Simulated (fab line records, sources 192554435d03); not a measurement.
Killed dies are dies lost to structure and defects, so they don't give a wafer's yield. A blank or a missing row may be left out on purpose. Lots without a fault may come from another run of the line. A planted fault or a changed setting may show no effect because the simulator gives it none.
Split-lot experiment | flow n5_finfet | 7 lots, 21 wafers read, on a route of 1938 steps

THE SPLIT
At N5_MIM_BOT_LITHO_EXPOSE_05 (exposes mask MIM BOT), the setting dose_mj was moved away from the recipe's 24.25 on 5 of the 21 wafers read, by -3.8% to +7.1%. The other wafers ran this setting at the recipe's value.

FROM THE SPLIT TO THE READING: what the file shows between them, 3 steps
- N5_MIM_BOT_LITHO_PEB_06
- N5_MIM_BOT_LITHO_DEVELOP_07: develop time 60 s
- N5_MIM_BOT_LITHO_HARDBAKE_09: time 120 s

THE READING
cd_nm, in nm, at N5_MIM_BOT_LITHO_CD_MEAS_08 (target cd 3000 nm). Fault-free wafers of this fab line usually give 3001.1 nm, standard deviation 1.9 nm.

wafer  | tool, chamber at the split | dose_mj as run | against the recipe | cd_nm, nm | against lot-mates on the recipe
L077.2 | krf_scanner-02, 0          | 24.25          | recipe             | 2997.8    | -
L077.4 | krf_scanner-02, 0          | 24.25          | recipe             | 2999.6    | -
L077.6 | krf_scanner-02, 0          | 24.25          | recipe             | 2999.6    | -
L078.3 | krf_scanner-02, 0          | 24.25          | recipe             | 3001.0    | -
L078.5 | krf_scanner-02, 0          | 23.32          | -3.8%              | 2992.4    | -9.0
L078.6 | krf_scanner-02, 0          | 24.25          | recipe             | 3001.8    | -
L083.3 | krf_scanner-01, 0          | 25.49          | +5.1%              | 3008.2    | +6.2
L083.4 | krf_scanner-01, 0          | 24.25          | recipe             | 3002.0    | -
L083.5 | krf_scanner-01, 0          | 25.49          | +5.1%              | 3011.9    | +9.9
L085.2 | krf_scanner-02, 0          | 25.97          | +7.1%              | 3016.0    | +15.7
L085.3 | krf_scanner-02, 0          | 24.25          | recipe             | 2999.0    | -
L085.5 | krf_scanner-02, 0          | 24.25          | recipe             | 3001.6    | -
L086.3 | krf_scanner-02, 0          | 24.25          | recipe             | 3002.3    | -
L086.4 | krf_scanner-02, 0          | 25.68          | +5.9%              | 3010.3    | +8.8
L086.6 | krf_scanner-02, 0          | 24.25          | recipe             | 3000.7    | -
L089.3 | krf_scanner-02, 0          | 24.25          | recipe             | 3000.9    | -
L089.5 | krf_scanner-02, 0          | 24.25          | recipe             | 2999.9    | -
L089.6 | krf_scanner-02, 0          | 24.25          | recipe             | 3001.0    | -
L097.1 | krf_scanner-01, 0          | 24.25          | recipe             | 2999.0    | -
L097.4 | krf_scanner-01, 0          | 24.25          | recipe             | 2997.8    | -
L097.5 | krf_scanner-01, 0          | 24.25          | recipe             | 2998.2    | -

THE FIT
A straight line over all 21 wafers: cd_nm changes by +2 nm for each +1% of dose_mj; r = +0.96; the points scatter about the line by 1.6 nm.
The same after taking each lot's own level away (the mean of its wafers on the recipe; 21 wafers): +1.87 nm for each +1%; r = +0.97; scatter 1.3 nm.
On that fit, the largest move of dose_mj shifts the reading by 13 nm.
The lots' own levels span 2998.33 to 3002.00 nm, that is 1.9 times the standard deviation above.
So the lot-to-lot level changes the slope little: the two slopes agree.
Check: with one of the wafers moved furthest among these (+7.1%) left out of the fit, the line predicts +11.7 nm for it against its lot-mates. It came out at +15.7 nm against them.

OTHER SPLITS ON THESE WAFERS
These wafers also went through other splits before the reading. Each is held against what the fit with the lots' levels taken away leaves over:
other split on the same wafers    | wafers away from the commonest value | r with cd_nm (lot level and that fit taken away)
N5_BEOL_M10_TRENCH_ETCH_37 bias_w | 4                                    | -0.01
N5_BEOL_M11_EXPOSE_25 dose_mj     | 7                                    | -0.21
N5_BEOL_M11_ETCH_66 time_s        | 6                                    | -0.03
N5_BEOL_M13_SPUTTER_43 time_s     | 6                                    | -0.35
N5_BEOL_M14_ILD_DEP_00 time_s     | 7                                    | +0.21
N5_BEOL_M15_COAT_04 spin_rpm      | 6                                    | +0.05
N5_BEOL_M15_ETCH_59 time_s        | 9                                    | +0.14

THE FILE'S OWN FIT
cd_nm changes by +1.89 nm for each +1% of dose_mj, r = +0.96.
